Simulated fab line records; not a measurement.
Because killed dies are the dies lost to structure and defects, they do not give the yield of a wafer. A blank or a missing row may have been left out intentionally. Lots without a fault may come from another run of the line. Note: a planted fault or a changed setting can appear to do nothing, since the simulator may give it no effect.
Chamber matching | flow nand_harc | ald_metal-04 running NHARC_A_CONTACT_ALD_18: 4 sister chambers
The step deposits TiN, target thk 3 nm, pulse time 1 s, ald cycles 150. 4 wafers are shown with their chamber, then 9 later ones without.

## WAFERS PAIRED WITH THEIR CHAMBERS
wafer  | chamber | heater_power_w (W)
L083.6 | 3       | 1048
L084.6 | 1       | 1028
L089.3 | 0       | 1302
L089.5 | 2       | 948

## WAFERS WITH NO CHAMBER GIVEN
wafer  | heater_power_w (W)
L092.1 | 1299
L092.2 | 990
L092.5 | 1281
L093.2 | 958
L093.4 | 1328
L093.5 | 1315
L097.3 | 988
L097.4 | 944
L097.5 | 971

## WHICH CHAMBER EACH ONE RAN IN
wafer  | from the rows above          | in truth
L092.1 | 0                            | 0
L092.2 | can't be placed: 1 or 2 or 3 | 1
L092.5 | 0                            | 0
L093.2 | 2                            | 2
L093.4 | 0                            | 0
L093.5 | 0                            | 0
L097.3 | can't be placed: 1 or 2 or 3 | 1
L097.4 | 2                            | 2
L097.5 | can't be placed: 2 or 1      | 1
6 of 9 placed correctly. From these rows, 3 cannot be placed; in 3 the true chamber is one of the candidates. Placed wrongly: 0.
How it was worked out, from the rows above alone: a wafer's distance from a chamber is the root of the sum, over the readings, of the square of ((its reading less the chamber's mean) divided by the reading's scatter). The wafer belongs to the nearest chamber; if the next one is less than 2 further off, it can't be placed. The mean given for a chamber averages the wafers shown for that chamber. The scatter: root of mean squared gap, hidden wafer to nearest shown wafer, with one shown wafer a chamber.
